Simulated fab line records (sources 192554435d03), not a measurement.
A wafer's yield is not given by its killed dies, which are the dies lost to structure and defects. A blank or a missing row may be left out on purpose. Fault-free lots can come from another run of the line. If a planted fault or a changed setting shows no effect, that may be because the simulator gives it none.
fab line records ; flow n5_finfet
[record] lots = 6; wafers = 18; last_day = 22
route steps=1938 shown BEOL_M2@879 BEOL_M4@1111 PASSIVATION@1936
lots that met no fault: taken from a fault-free run of the same line
start_h: start of the lot's first displayed wafer, in hours after the record's first day ; wait_h: hours since the lot's step before ; " the same as in the row above ; L1.1+2: one row covering several wafers at once ; - no value, or no start given ; * or withheld: withheld ; < > ~ a bound
route shown NAME@n: names a module that has steps shown in the file, with the first one's number in the route ; usual: mean and standard deviation over wafers with no fault ; same: alike in all rows ; chamber/n: place in a boat ; sites: each site's reading ; _std_site: standard deviation of those values ; _edge_site: the outer-site mean with the inner-site mean subtracted ; radius_mm: how far each site lies from the wafer's centre ; mask NAME#n: copy n ; behind: the last tool/chamber to shape the wafer ; hold: why the lot was held/for how many hours/how that ended ; device: which transistor (n, p or np) failed to switch ; end of line: tests of these same wafers at the route's end ; where a step has no rows: the recipe by itself ; killed: the dies lost at the first sort to structure and to defects; this is not the yield of the wafer ; map: a wafer's dies, marking killed ones x, the rest . and places with no die _
set.NAME: the run value of the setting; set.NAME@STEP: its run value at that earlier step ; model.NAME: the simulator's own value behind a step, which no gauge read
a table for each step, a row for each wafer; lots at some steps of the route
services: the hour from which a tool's chamber was out of use, counted from the record's first day as start_h (under 0 if before that day), plus the number of hours and why
[[steps]]
[step N5_BEOL_M2_DESCUM_33]
[recipe] chemistry = O2; time_s = 7; source_power_w = 50; bias_power_w = 20; pressure_mtorr = 20; rf_frequency_hz = 2.712e+07; temp_c = 40; resist = CAR-EUV; o2_flow_sccm = 225
[usual] drypump_motor_current_A = 5.7/0.44; oes_product_au = 0.78/0.1; rf_vpp_V = 243.5/1.5; showerhead_plenum_p_Torr = 2.12/0.081; throttle_valve_pct = 20.50/0.16
lot.wafer;tool;chamber;start_h;wait_h;drypump_motor_current_A;oes_product_au;rf_hours_counter_h;rf_vpp_V;showerhead_plenum_p_Torr;throttle_valve_pct
L701.2;rie_diel-04;1;141.79;0.0;5.6;0.92;26;241.5;2.04;20.53
L701.4;rie_diel-04;2;141.79;0.0;5.1;0.70;196;241.9;2.07;20.46
L701.6;rie_diel-04;3;141.79;0.0;5.1;0.71;-;244.7;2.16;20.63
L703.1;rie_diel-02;2;162.25;0.5;5.6;0.81;92;246.8;2.19;20.47
L703.2;rie_diel-02;0;162.25;0.5;5.6;0.72;186;241.9;2.00;20.37
L703.3;rie_diel-02;3;162.25;0.5;5.6;0.78;140;240.5;2.01;20.60
L709.2;rie_diel-05;1;194.04;0.0;5.4;0.96;6;245.2;2.24;20.17
L709.4;rie_diel-05;2;194.04;0.0;5.8;0.69;229;245.5;2.15;20.80
L709.5;rie_diel-05;2;194.04;0.0;5.8;0.70;-;243.2;2.15;20.81
L711.1;rie_diel-02;1;200.54;0.0;5.8;0.73;175;244.2;2.17;20.42
L711.2;rie_diel-02;0;200.54;0.0;5.6;0.70;200;242.5;1.99;20.37
L711.3;rie_diel-02;3;200.54;0.0;5.6;0.76;153;242.4;2.01;20.63
L719.3;rie_diel-02;3;251.05;0.0;5.6;0.74;170;241.6;2.00;20.65
L719.4;rie_diel-02;1;251.05;0.0;5.7;0.72;190;243.7;2.17;20.46
L719.6;rie_diel-02;0;251.05;0.0;5.6;0.69;-;242.9;1.99;20.42
L722.1;rie_diel-05;3;262.19;0.0;6.6;0.69;217;242.3;2.16;20.63
L722.2;rie_diel-05;1;262.19;0.0;5.4;0.90;27;246.2;2.23;20.20
L722.3;rie_diel-05;0;262.19;0.0;6.3;0.87;42;244.1;2.13;20.41
[step N5_BEOL_M2_ETCH_77]
[recipe] chemistry = N2/H2; target = underlayer; target_depth_a = 65; mask_material = CAR-EUV; time_s = 5.2; ion_energy_ev = 200; pressure_mtorr = 30; source_w = 840; bias_w = 150; n2_flow_sccm = 200; h2_flow_sccm = 200; ends = cleared
[step N5_BEOL_M2_ETCH_69]
[recipe] chemistry = CF4; target = SiARC; target_depth_a = 156; mask_material = CAR-EUV; time_s = 26; ion_energy_ev = 80; pressure_mtorr = 40; source_w = 545; bias_w = 36; Ar_flow_sccm = 100; cf4_flow_sccm = 100; ends = cleared
[usual] drypump_motor_current_A = 5.7/0.44; etch_rf_on_time_s = 26.1/0.37; oes_product_au = 0.67/0.088; rf_vpp_V = 184.4/1.3; showerhead_plenum_p_Torr = 2.16/0.077; throttle_valve_pct = 15.68/0.19
lot.wafer;tool;chamber;start_h;wait_h;drypump_motor_current_A;etch_rf_on_time_s;oes_product_au;rf_hours_counter_h;rf_vpp_V;showerhead_plenum_p_Torr;throttle_valve_pct
L701.2;rie_diel-04;1;141.84;0.0;5.6;25.9;0.79;26;182.9;2.09;15.64
L701.4;rie_diel-04;2;141.84;0.0;5.2;26.0;0.61;196;183.5;2.13;15.73
L701.6;rie_diel-04;3;141.84;0.0;5.1;26.1;0.61;-;183.6;2.20;15.81
L703.1;rie_diel-02;2;162.31;0.0;5.7;25.9;0.69;92;186.6;2.24;15.63
L703.2;rie_diel-02;0;162.31;0.0;5.6;26.0;0.62;186;182.9;2.05;15.60
L703.3;rie_diel-02;3;162.31;0.0;5.6;26.7;0.66;140;183.4;2.06;15.77
L709.2;rie_diel-05;1;194.09;0.0;5.4;25.6;0.82;6;186.3;2.28;15.28
L709.4;rie_diel-05;2;194.09;0.0;5.8;25.6;0.59;229;183.9;2.20;16.01
L709.5;rie_diel-05;2;194.09;0.0;5.8;25.6;0.60;-;185.5;2.20;16.01
L711.1;rie_diel-02;1;200.59;0.0;5.7;25.9;0.63;175;183.9;2.22;15.64
L711.2;rie_diel-02;0;200.59;0.0;5.6;26.0;0.60;200;181.9;2.05;15.62
L711.3;rie_diel-02;3;200.59;0.0;5.6;26.6;0.64;153;183.2;2.06;15.77
L719.3;rie_diel-02;3;251.10;0.0;5.6;26.8;0.64;170;182.3;2.05;15.81
L719.4;rie_diel-02;1;251.10;0.0;5.7;26.0;0.61;190;185.8;2.21;15.67
L719.6;rie_diel-02;0;251.10;0.0;5.6;26.0;0.60;-;181.3;2.04;15.66
L722.1;rie_diel-05;3;262.24;0.0;6.6;26.3;0.59;217;183.9;2.20;15.81
L722.2;rie_diel-05;1;262.24;0.0;5.4;26.0;0.77;27;186.1;2.27;15.33
L722.3;rie_diel-05;0;262.24;0.0;6.3;26.1;0.74;42;184.5;2.17;15.51
[step N5_BEOL_M2_ALD_98]
[recipe] material = SiO2; target_thk_a = 25; temp_c = 100; ald_precursor_family = BDEAS; ald_co_reactant = O2-plasma; pulse_time_s = 1; co_reactant_pulse_time_s = 1; purge_time_s = 2; co_reactant_purge_time_s = 2; ald_cycles = 17; pressure_torr = 2
[step N5_BEOL_M2_ETCHBACK_99]
[recipe] chemistry = CHF3; target = SiO2; target_depth_a = 50; time_s = 10.4; source_w = 215; bias_w = 47; Ar_flow_sccm = 200; CHF3_flow_sccm = 12; ion_energy_ev = 100; pressure_mtorr = 30
[step N5_BEOL_M2_ETCH_70]
[recipe] chemistry = N2/H2; target = SOC; target_depth_a = 800; overetch_a = 240; mask_material = SiARC; temp_c = 40; time_s = 130; ion_energy_ev = 200; pressure_mtorr = 30; source_w = 840; bias_w = 150; n2_flow_sccm = 200; h2_flow_sccm = 200
[step N5_BEOL_M2_STRIP_71]
[recipe] chemistry = N2/H2; temp_c = 40; n2_flow_sccm = 200; h2_flow_sccm = 200; rf_frequency_hz = 6e+07
[step N5_BEOL_M2_STRIP_78]
[recipe] chemistry = N2/H2; temp_c = 40; n2_flow_sccm = 200; h2_flow_sccm = 200; rf_frequency_hz = 6e+07
[step N5_BEOL_M2_VIA_ETCH_34]
[recipe] chemistry = C4F6/O2; target_depth_a = 694; mask_material = SOC; pressure_mtorr = 15; ion_energy_ev = 250; taper_deg = 4; time_s = 65.9; source_w = 350; bias_w = 170; Ar_flow_sccm = 300; C4F6_flow_sccm = 10; O2_flow_sccm = 10
[usual] drypump_motor_current_A = 5.7/0.4; oes_product_au = 0.80/0.097; rf_vpp_V = 667/6.4; showerhead_plenum_p_Torr = 2.88/0.1; throttle_valve_pct = 30.77/0.14
lot.wafer;tool;chamber;start_h;wait_h;drypump_motor_current_A;oes_product_au;rf_hours_counter_h;rf_vpp_V;showerhead_plenum_p_Torr;throttle_valve_pct
L701.2;rie_diel-02;3;150.69;0.0;5.6;0.78;135;664;2.74;30.91
L701.4;rie_diel-02;2;150.69;0.0;5.7;0.82;-;676;2.98;30.85
L701.6;rie_diel-02;1;150.69;0.0;5.7;0.74;-;665;2.95;30.64
L703.1;rie_diel-02;3;169.71;0.0;5.7;0.77;142;662;2.73;30.93
L703.2;rie_diel-02;1;169.71;0.0;5.7;0.75;162;665;2.95;30.64
L703.3;rie_diel-02;0;169.71;0.0;5.6;0.71;188;669;2.72;30.70
L709.2;rie_diel-02;0;206.44;0.0;5.6;0.70;201;668;2.71;30.72
L709.4;rie_diel-02;2;206.44;0.0;5.6;0.78;106;675;2.97;30.86
L709.5;rie_diel-02;1;206.44;0.0;5.8;0.73;-;665;2.94;30.65
L711.1;rie_diel-02;1;240.77;0.0;5.8;0.73;186;664;2.94;30.68
L711.2;rie_diel-02;3;240.77;0.0;5.6;0.75;166;662;2.72;30.93
L711.3;rie_diel-02;0;240.77;0.0;5.6;0.70;213;669;2.71;30.71
L719.3;rie_diel-04;2;291.56;0.0;5.2;0.67;250;658;2.80;30.87
L719.4;rie_diel-04;1;291.56;0.0;5.6;0.83;80;665;2.75;30.97
L719.6;rie_diel-04;3;291.56;0.0;5.1;0.94;-;666;2.89;30.63
L722.1;rie_diel-05;3;303.03;0.0;6.6;0.69;227;662;2.92;30.85
L722.2;rie_diel-05;0;303.03;0.0;6.3;0.86;53;680;2.88;30.74
L722.3;rie_diel-05;1;303.03;0.0;5.4;0.87;38;665;3.02;30.60
[step N5_BEOL_M2_STRIP_83]
[recipe] chemistry = C4F6/O2; resist = SiARC; rf_frequency_hz = 6e+07
[step N5_BEOL_M2_STRIP_36]
[recipe] chemistry = N2/H2; power_w = 450; temp_c = 40; pressure_mtorr = 20; rf_frequency_hz = 6e+07; overash_fraction = 0.3; bias_power_w = 7; h2_frac = 0.5; n2_flow_sccm = 200; h2_flow_sccm = 200
[usual] drypump_motor_current_A = 5.7/0.4; oes_product_au = 0.80/0.099; rf_vpp_V = 59.3/1.3; showerhead_plenum_p_Torr = 2.58/0.099; throttle_valve_pct = 23.73/0.17
lot.wafer;tool;chamber;start_h;wait_h;drypump_motor_current_A;oes_product_au;rf_hours_counter_h;rf_vpp_V;showerhead_plenum_p_Torr;throttle_valve_pct
L701.2;rie_diel-02;3;150.75;0.0;5.6;0.79;135;59.2;2.44;23.82
L701.4;rie_diel-02;2;150.75;0.0;5.7;0.81;-;58.3;2.68;23.99
L701.6;rie_diel-02;1;150.75;0.0;5.7;0.74;-;60.8;2.64;23.57
L703.1;rie_diel-02;3;169.78;0.0;5.6;0.77;142;60.1;2.44;23.83
L703.2;rie_diel-02;1;169.78;0.0;5.8;0.74;162;57.7;2.64;23.59
L703.3;rie_diel-02;0;169.78;0.0;5.6;0.72;188;59.1;2.42;23.47
L709.2;rie_diel-02;0;206.50;0.0;5.6;0.71;201;59.8;2.42;23.47
L709.4;rie_diel-02;2;206.50;0.0;5.7;0.80;106;59.7;2.67;23.98
L709.5;rie_diel-02;1;206.50;0.0;5.8;0.74;-;58.0;2.63;23.60
L711.1;rie_diel-02;1;240.84;0.0;5.7;0.72;186;57.7;2.63;23.62
L711.2;rie_diel-02;3;240.84;0.0;5.6;0.75;166;59.6;2.43;23.85
L711.3;rie_diel-02;0;240.84;0.0;5.6;0.69;213;58.5;2.41;23.49
L719.3;rie_diel-04;2;291.62;0.0;5.2;0.66;250;60.6;2.49;23.61
L719.4;rie_diel-04;1;291.62;0.0;5.6;0.84;80;58.5;2.46;23.89
L719.6;rie_diel-04;3;291.62;0.0;5.1;0.94;-;60.6;2.59;23.77
L722.1;rie_diel-05;3;303.09;0.0;6.5;0.67;227;59.8;2.61;23.72
L722.2;rie_diel-05;0;303.09;0.0;6.3;0.85;53;60.5;2.59;23.90
L722.3;rie_diel-05;1;303.09;0.0;5.4;0.90;38;62.0;2.71;23.76
[step N5_BEOL_M2_TRENCH_ETCH_37]
[recipe] chemistry = C4F6/O2; target_depth_a = 555.55; target = SiOC; time_s = 29.2; ion_energy_ev = 250; pressure_mtorr = 30; source_w = 355; bias_w = 185; Ar_flow_sccm = 300; C4F6_flow_sccm = 10; O2_flow_sccm = 10
[usual] drypump_motor_current_A = 5.7/0.41; oes_product_au = 0.80/0.098; rf_vpp_V = 667/6.4; showerhead_plenum_p_Torr = 2.89/0.1; throttle_valve_pct = 20.88/0.15
lot.wafer;tool;chamber;start_h;wait_h;drypump_motor_current_A;oes_product_au;rf_hours_counter_h;rf_vpp_V;showerhead_plenum_p_Torr;throttle_valve_pct
L701.2;rie_diel-02;3;-;-;5.6;0.77;135;665;2.74;21.02
L701.4;rie_diel-02;2;-;-;5.7;0.81;-;677;2.98;20.89
L701.6;rie_diel-02;1;-;-;5.8;0.74;-;665;2.96;20.80
L703.1;rie_diel-02;3;-;-;5.6;0.77;142;662;2.74;21.02
L703.2;rie_diel-02;1;-;-;5.8;0.74;162;663;2.95;20.81
L703.3;rie_diel-02;0;-;-;5.6;0.72;188;668;2.73;20.79
L709.2;rie_diel-02;0;-;-;5.6;0.71;201;668;2.72;20.83
L709.4;rie_diel-02;2;-;-;5.7;0.80;106;676;2.97;20.91
L709.5;rie_diel-02;1;-;-;5.8;0.73;-;665;2.95;20.85
L711.1;rie_diel-02;1;-;-;5.8;0.72;186;665;2.94;20.85
L711.2;rie_diel-02;3;-;-;5.6;0.75;166;663;2.73;21.05
L711.3;rie_diel-02;0;-;-;5.6;0.69;213;669;2.71;20.85
L719.3;rie_diel-04;2;-;-;5.2;0.66;250;660;2.80;21.01
L719.4;rie_diel-04;1;-;-;5.5;0.84;80;663;2.76;21.04
L719.6;rie_diel-04;3;-;-;5.1;0.94;-;666;2.90;20.68
L722.1;rie_diel-05;3;-;-;6.6;0.68;227;661;2.92;21.03
L722.2;rie_diel-05;0;-;-;6.3;0.85;53;680;2.88;20.82
L722.3;rie_diel-05;1;-;-;5.4;0.88;38;665;3.02;20.67
[step N5_BEOL_M2_ETCH_41]
[recipe] chemistry = CH3F/O2; target = SiCN; target_depth_a = 299; taper_deg = 2; time_s = 52.5; ion_energy_ev = 120; mask_material = TiN; pressure_mtorr = 30; source_w = 395; bias_w = 75; Ar_flow_sccm = 150; CH3F_flow_sccm = 30; O2_flow_sccm = 20
[usual] drypump_motor_current_A = 5.7/0.4; oes_product_au = 0.80/0.097; rf_vpp_V = 297.8/1.6; showerhead_plenum_p_Torr = 2.03/0.074; throttle_valve_pct = 16.34/0.17
lot.wafer;tool;chamber;start_h;wait_h;drypump_motor_current_A;oes_product_au;rf_hours_counter_h;rf_vpp_V;showerhead_plenum_p_Torr;throttle_valve_pct;model.etch.depth_nm
L701.2;rie_diel-02;3;150.82;-;5.6;0.78;135;295.9;1.92;16.47;19.56
L701.4;rie_diel-02;2;150.82;-;5.7;0.82;-;298.7;2.10;16.34;20.07
L701.6;rie_diel-02;1;150.82;-;5.8;0.76;-;298.5;2.08;16.30;19.99
L703.1;rie_diel-02;3;169.85;-;5.6;0.77;142;297.1;1.92;16.46;19.45
L703.2;rie_diel-02;1;169.85;-;5.8;0.73;162;298.3;2.08;16.33;19.75
L703.3;rie_diel-02;0;169.85;-;5.6;0.72;188;295.8;1.91;16.31;19.89
L709.2;rie_diel-02;0;206.57;-;5.6;1.00;201;296.8;1.91;16.35;32.65
L709.4;rie_diel-02;2;206.57;-;5.6;1.11;106;299.5;2.09;16.39;32.78
L709.5;rie_diel-02;1;206.57;-;5.8;1.03;-;297.8;2.07;16.36;32.61
L711.1;rie_diel-02;1;240.91;-;5.8;1.01;186;298.0;2.07;16.37;32.07
L711.2;rie_diel-02;3;240.91;-;5.6;1.04;166;295.4;1.91;16.54;31.63
L711.3;rie_diel-02;0;240.91;-;5.6;0.98;213;295.4;1.90;16.35;32.25
L719.3;rie_diel-04;2;291.69;-;5.2;0.66;250;296.8;1.97;16.56;19.49
L719.4;rie_diel-04;1;291.69;-;5.6;0.84;80;295.7;1.94;16.46;19.74
L719.6;rie_diel-04;3;291.69;-;5.1;0.95;-;297.3;2.04;16.08;20.42
L722.1;rie_diel-05;3;303.16;-;6.6;0.69;227;297.7;2.06;16.54;19.59
L722.2;rie_diel-05;0;303.16;-;6.3;0.85;53;298.3;2.03;16.24;19.81
L722.3;rie_diel-05;1;303.16;-;5.4;0.88;38;298.9;2.13;16.07;20.07
[step N5_BEOL_M2_STRIP_97]
[recipe] chemistry = N2/H2; time_s = 10; power_w = 450; temp_c = 40; pressure_mtorr = 20; rf_frequency_hz = 6e+07; bias_power_w = 7; n2_flow_sccm = 200; h2_flow_sccm = 200
[step N5_BEOL_M4_RC_MEAS_101]
[usual] DIBL_N = 36.3/1.1; DIBL_P = 36.3/1.4; IOFF_N = 0.155/0.019; IOFF_P = 0.211/0.027; ION_N = 672/8.5; ION_P = 462/5.8; SS_N = 71.5/0.56; SS_P = 73.3/0.52; VT_N = 249.9/2.5; VT_P = -249.8/2.8
lot.wafer;tool;chamber;start_h;wait_h;DIBL_N[mV/V];DIBL_P[mV/V];IOFF_N[nA/um];IOFF_P[nA/um];ION_N[uA/um];ION_P[uA/um];SS_N[mV/dec];SS_P[mV/dec];VT_N[mV];VT_P[mV]
L701.2;prober-01;0;196.27;0.2;37.9;37.2;0.171;0.243;674;465;71.8;74.0;249.2;-248.8
L701.4;prober-01;0;196.27;0.2;34.5;32.6;0.110;0.165;647;452;70.7;73.0;254.2;-257.5
L701.6;prober-01;0;196.27;0.2;36.9;36.4;0.151;0.224;669;467;71.8;74.6;249.0;-248.6
L703.1;prober-01;0;228.39;0.0;36.2;36.4;0.158;0.187;679;458;71.1;73.5;246.5;-251.5
L703.2;prober-01;0;228.39;0.0;35.3;35.3;0.145;0.165;671;450;71.6;72.4;248.8;-254.5
L703.3;prober-01;0;228.39;0.0;36.3;37.8;0.167;0.203;676;466;72.0;73.7;247.9;-251.5
L711.1;prober-02;0;322.10;0.0;36.6;36.0;0.145;0.200;665;456;70.6;73.8;250.4;-251.5
L711.2;prober-02;0;322.10;0.0;37.0;36.2;0.150;0.203;672;461;71.5;73.3;250.7;-250.7
L711.3;prober-02;0;322.10;0.0;38.3;37.2;0.163;0.214;676;461;71.0;73.1;247.3;-252.3
L722.1;prober-01;0;368.20;0.0;37.3;39.4;0.209;0.284;680;470;72.2;73.1;247.2;-244.7
L722.2;prober-01;0;368.20;0.0;36.1;38.4;0.178;0.258;674;465;71.7;73.7;249.4;-248.1
L722.3;prober-01;0;368.20;0.0;35.0;37.1;0.165;0.238;675;470;71.0;73.3;247.5;-246.2
L719.3;prober-02;0;385.66;0.3;37.1;35.5;0.140;0.194;659;458;71.6;73.0;252.5;-250.8
L719.4;prober-02;0;385.66;0.3;36.8;34.6;0.135;0.191;673;461;71.3;73.1;251.9;-252.1
L719.6;prober-02;0;385.66;0.3;37.7;36.3;0.159;0.218;675;465;71.8;73.4;251.1;-248.3
L709.2;prober-02;0;399.79;0.2;37.0;38.3;0.162;0.214;675;466;71.3;73.5;246.4;-249.6
L709.4;prober-02;0;399.79;0.2;33.6;32.5;0.105;0.142;658;454;70.4;72.8;255.7;-256.8
L709.5;prober-02;0;399.79;0.2;34.7;34.7;0.118;0.173;652;458;70.4;73.1;253.0;-253.3
[step N5_PASSIVATION_PROBE_49]
[usual] defect_limited_yield = 91.4/1.2; killed_at_M0_to_M3 = 34/10; killed_at_M4_up = 14/5.1; killed_at_contacts = 12/6.4; killed_at_front_end = 38/9.3; killed_at_other = 4/3; killed_dies = 102/15; killed_open = 67/12; killed_short = 33/6.9; sort_bin_5_function = 5.0/0.86; sort_bin_6_memory = 3.2/0.58; sort_bin_8_speed = 0.00/0.0099; sort_n_pass = 1078/15; sort_yield_pct = 91.4/1.2
[same] gross_dies = 1180; killed_at_back_side = 0; sort_bin_4_leakage[%] = 0
lot.wafer;tool;chamber;start_h;wait_h;defect_limited_yield[%];killed_at_M0_to_M3;killed_at_M4_up;killed_at_contacts;killed_at_front_end;killed_at_other;killed_dies;killed_open;killed_short;sort_bin_5_function[%];sort_bin_6_memory[%];sort_bin_8_speed[%];sort_n_pass;sort_yield_pct[%]
L703.1;prober-01;-;337.65;0.0;91.6;42;14;9;33;1;99;68;25;4.3;3.5;0;1081;91.6
L703.2;prober-01;-;337.70;0.1;90.1;53;13;9;40;2;117;77;38;6.3;3.3;0;1063;90.1
L703.3;prober-01;-;337.75;0.1;91.3;38;13;11;39;2;103;63;39;5.3;3.2;0;1077;91.3
L711.1;prober-02;-;421.89;0.2;92.2;25;23;5;34;5;92;68;23;4.1;3.5;0;1088;92.2
L711.2;prober-02;-;421.94;0.2;91.9;30;9;6;49;1;95;60;28;4.2;3.1;0;1085;91.9
L711.3;prober-02;-;421.99;0.3;91.0;39;18;4;42;3;106;59;41;4.3;3.4;0;1074;91.0
// killed by level:class
L703.1 BEOL_M3:geometric_particle:open=14 FIN_SAQP:geometric_particle:open=13 BEOL_M0_SAQP:geometric_particle:open=9 MOL_CONTACT_COAG:geometric_particle:open=8 BEOL_M0_SAQP:geometric_particle:short=7 BEOL_M4:geometric_particle:open=7 BEOL_M1:geometric_particle:open=4 HKMG_FIN:area_etch=4
L703.2 BEOL_M0_SAQP:geometric_particle:open=17 BEOL_M3:geometric_particle:open=15 FIN_SAQP:geometric_particle:open=14 FIN_SAQP:geometric_particle:short=10 BEOL_M0_SAQP:geometric_particle:short=8 MOL_CONTACT_COAG:geometric_particle:open=7 BEOL_M1:geometric_particle:open=6 BEOL_M4:geometric_particle:open=5
L703.3 FIN_SAQP:geometric_particle:short=16 BEOL_M2:geometric_particle:open=11 FIN_SAQP:geometric_particle:open=9 MOL_CONTACT_COAG:geometric_particle:open=9 BEOL_M4:geometric_particle:open=7 BEOL_M0_SAQP:geometric_particle:short=6 BEOL_M3:geometric_particle:short=6 STI_FIN_REVEAL:geometric_particle:open=5
L711.1 STI_FIN_REVEAL:geometric_particle:open=17 BEOL_M4:geometric_particle:open=10 BEOL_M0_SAQP:geometric_particle:open=7 BEOL_M0_SAQP:geometric_particle:short=6 BEOL_M1:geometric_particle:open=6 BEOL_M8:geometric_particle:open=5 FIN_SAQP:geometric_particle:open=4 FIN_SAQP:geometric_particle:short=4
L711.2 FIN_SAQP:geometric_particle:open=11 BEOL_M0_SAQP:geometric_particle:short=7 BEOL_M0_SAQP:geometric_particle:open=6 BEOL_M1:geometric_particle:open=6 BEOL_M4:geometric_particle:open=6 STI_FIN_REVEAL:geometric_particle:open=5 MOL_CONTACT_COAG:geometric_particle:open=5 STARTING-WAFER:geometric_particle:open=5
L711.3 STI_FIN_REVEAL:geometric_particle:open=13 BEOL_M0_SAQP:geometric_particle:short=11 BEOL_M0_SAQP:geometric_particle:open=6 BEOL_M1:geometric_particle:open=6 BEOL_M4:geometric_particle:open=6 BEOL_M1:geometric_particle:short=5 BEOL_M3:geometric_particle:open=5 FIN_SAQP:geometric_particle:short=4
[[services]]
tool;chamber;start_h;hours;kind
rie_diel-05;1;126.71;2.8;repair
rie_diel-05;2;144.20;3.8;repair
rie_diel-04;0;157.01;-;clean
rie_diel-04;0;157.01;-;consumable_replace:focus_ring
rie_diel-04;0;157.01;-;consumable_replace:showerhead
rie_diel-04;0;157.01;20.0;scheduled_down
rie_diel-04;0;157.01;20.0;vent_cycle
rie_diel-05;1;157.39;-;clean
rie_diel-05;1;157.39;-;consumable_replace:focus_ring
rie_diel-05;1;157.39;-;consumable_replace:showerhead
rie_diel-05;-;172.97;2.8;pm
rie_diel-04;3;212.32;-;clean
rie_diel-04;3;212.32;-;consumable_replace:focus_ring
rie_diel-04;3;212.32;13.7;scheduled_down
rie_diel-04;3;212.32;13.7;vent_cycle
rie_diel-02;-;238.40;0.2;repair
rie_diel-02;0;251.28;2.0;repair
rie_diel-05;2;261.55;-;clean
rie_diel-05;2;261.55;-;consumable_replace:focus_ring
rie_diel-05;2;261.55;27.8;scheduled_down
rie_diel-05;2;261.55;27.8;vent_cycle
rie_diel-04;2;292.39;-;clean
rie_diel-04;2;292.39;-;consumable_replace:focus_ring
rie_diel-04;2;292.39;17.3;scheduled_down
[[key]]
[first_sign] step = N5_BEOL_M2_ETCH_41; reading = oes_product_au; direction = up; sigmas = 2.3; usual = 0.80; struck = 1.03
effect none on later readings
[model_effect] step = N5_BEOL_M2_ETCH_41; value = etch.depth_nm; without = 19.69; struck = 32.33
met_at N5_BEOL_M2_ETCH_41
struck_wafers L709.2,L709.4,L709.5,L711.1,L711.2,L711.3
onset_between 169.85 206.57
also_fits N5_BEOL_M2_VIA_ETCH_34:rie_diel-02,N5_BEOL_M2_STRIP_36:rie_diel-02,N5_BEOL_M2_TRENCH_ETCH_37:rie_diel-02
[fault] kind = process_parameter_drift; tool = rie_diel-02; chamber = -; onset_h = 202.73; steps = N5_BEOL_M2_ETCH_41; channel = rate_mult; offset = 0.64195; shape = step; end_h = 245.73
